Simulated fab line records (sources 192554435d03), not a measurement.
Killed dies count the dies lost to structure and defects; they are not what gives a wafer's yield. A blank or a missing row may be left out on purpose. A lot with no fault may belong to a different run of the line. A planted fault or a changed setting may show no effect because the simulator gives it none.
Split-lot experiment ; flow n5-finfet ; 21 wafers read across 7 lots, on a route 1938 steps long

== ON THE SPLIT ==
At N5_BEOL_M0_DEP_125 (deposits SiCN from 3MS/NH3, target thk 8 nm, time 14 s), the setting time-s was moved away from the recipe's 14 s on 7 of the 21 wafers read, by -9.4% to +9.9%. The other wafers ran this setting at the recipe's value.

The reading comes from the split's own step.

== THE READING ==
SiCN_of_BEOL_M0_DEP_125.thk-nm (the simulator's own value, which no gauge read), in nm, at N5_BEOL_M0_DEP_125 (deposits SiCN from 3MS/NH3, target thk 8 nm, time 14 s). The file gives no usual value for it. Average 8.2 nm, standard deviation 0.13 nm, over the 14 wafers here run with the recipe.

wafer;tool, chamber at the split;time-s as run, s;against the recipe;SiCN_of_BEOL_M0_DEP_125.thk-nm, nm;against lot-mates on the recipe
L076.1;pecvd-04, 0;14.8;+5.7%;8.6;+0.4
L076.5;pecvd-04, 0;14.8;+5.7%;8.6;+0.4
L076.6;pecvd-04, 2;14;recipe;8.2;-
L078.1;pecvd-04, 0,1;15.38;+9.9%;8.8;+0.6
L078.2;pecvd-04, 0,1;15.38;+9.9%;8.8;+0.6
L078.4;pecvd-04, 1;14;recipe;8.2;-
L080.1;pecvd-01, 2,1;14;recipe;8.2;-
L080.2;pecvd-01, 2,1;14;recipe;8.2;-
L080.5;pecvd-01, 1;12.8;-8.6%;7.6;-0.6
L084.2;pecvd-04, 1,0;14;recipe;8.2;-
L084.6;pecvd-04, 1,0;14;recipe;8.2;-
L084.3;pecvd-04, 0;14;recipe;8;-
L090.1;pecvd-04, 1;14;recipe;7.8;-
L090.3;pecvd-04, 0;14;recipe;8.2;-
L090.5;pecvd-04, 2;12.68;-9.4%;7.4;-0.6
L093.1;pecvd-04, 1,0;14;recipe;8.2;-
L093.3;pecvd-04, 1,0;14;recipe;8.2;-
L093.4;pecvd-04, 0;14;recipe;8.4;-
L095.1;pecvd-04, 2;13.23;-5.5%;7.6;-0.6
L095.3;pecvd-04, 0,1;14;recipe;8.2;-
L095.6;pecvd-04, 0,1;14;recipe;8.2;-
The file does not say which wafer passed through which chamber wherever a row lists several chambers: such a row stands for several wafers.

FIT RESULTS
A straight line over all 21 wafers: SiCN_of_BEOL_M0_DEP_125.thk-nm changes by +0.0724 nm for each +1% of time-s; r = +0.95; the points scatter about the line by 0.12 nm.
The same after taking each lot's own level away (the mean of its wafers on the recipe; 21 wafers): +0.0677 nm for each +1%; r = +0.96; scatter 0.1 nm.
On that fit, the largest move of time-s shifts the reading by 0.67 nm.
The lots' own levels span 8.00 to 8.27 nm, that is 2.1 times the standard deviation above.
Hence the lot-to-lot level has little effect on the slope; both slopes agree.
Check: for one of the wafers moved furthest among these (+9.9%), held out of the fit, the line's prediction against its lot-mates is +0.669 nm. It came out at +0.6 nm against them.

== FURTHER SPLITS ON THESE WAFERS ==
Before the reading, these wafers also passed through other splits. Each is held against what the fit with the lots' levels taken away leaves over:
other split on the same wafers;wafers away from the commonest value;r with SiCN_of_BEOL_M0_DEP_125.thk-nm (lot level and that fit taken away)
N5_SDB_COAT_03 spin-rpm;10;+0.35
N5_HKMG_FIN_ETCH_54 source-w;6;-0.31
N5_HKMG_FIN_COAT_30 spin-rpm;4;+0.30
N5_MOL_CONTACT_COAG_ETCH_105 bias-w;11;+0.23
N5_MOL_CONTACT_COAG_ALD_133 ald-cycles;9;-0.26

== THE FILE'S OWN FIT ==
SiCN_of_BEOL_M0_DEP_125.thk-nm changes by +0.0692 nm for each +1% of time-s, r = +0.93.
